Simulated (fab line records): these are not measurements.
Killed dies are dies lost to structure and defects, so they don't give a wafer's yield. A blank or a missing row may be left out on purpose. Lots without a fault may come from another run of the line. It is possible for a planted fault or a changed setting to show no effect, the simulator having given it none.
Matching of chambers -- flow nand harc -- rie diel-01 running NHARC_A_STAIRCASE_DESCUM_219: 4 sister chambers
The step chemistry O2, time 3 s. 8 wafers are shown with their chamber, then 8 later ones without.

## EACH WAFER AND ITS CHAMBER
wafer,chamber,drypump motor current A (A),showerhead plenum p Torr (Torr)
L082.1,3,6.0,1.85
L082.2,0,4.9,1.82
L082.4,1,6.4,1.84
L082.6,3,5.9,1.85
L086.2,2,5.2,1.77
L086.4,0,4.9,1.81
L086.5,2,5.2,1.77
L091.2,1,6.4,1.83

## WAFERS WITH NO CHAMBER GIVEN
wafer,drypump motor current A (A),showerhead plenum p Torr (Torr)
L091.5,6.4,1.83
L091.6,4.9,1.81
L092.2,6.4,1.83
L092.3,6.0,1.83
L092.4,4.9,1.81
L097.2,4.9,1.80
L097.4,6.4,1.82
L097.6,4.9,1.80

## THE CHAMBER EACH PASSED THROUGH
wafer,from the rows above,in truth
L091.5,1,1
L091.6,0,0
L092.2,1,1
L092.3,3,3
L092.4,0,0
L097.2,0,0
L097.4,1,1
L097.6,0,0
Correctly placed: 8 of 8. Number that these rows cannot place: 0. Placed wrongly: 0.
How it was worked out, from the rows above alone: a wafer's distance from a chamber is the root of the sum, over the readings, of the square of ((its reading less the chamber's mean) divided by the reading's scatter). The wafer belongs to the nearest chamber; if the next one is less than 2 further off, it can't be placed. A chamber's mean is the mean of its shown wafers. The scatter: take each reading less its chamber's mean, square it, sum over the shown wafers, divide by the number of wafers less the number of chambers, and take the root.
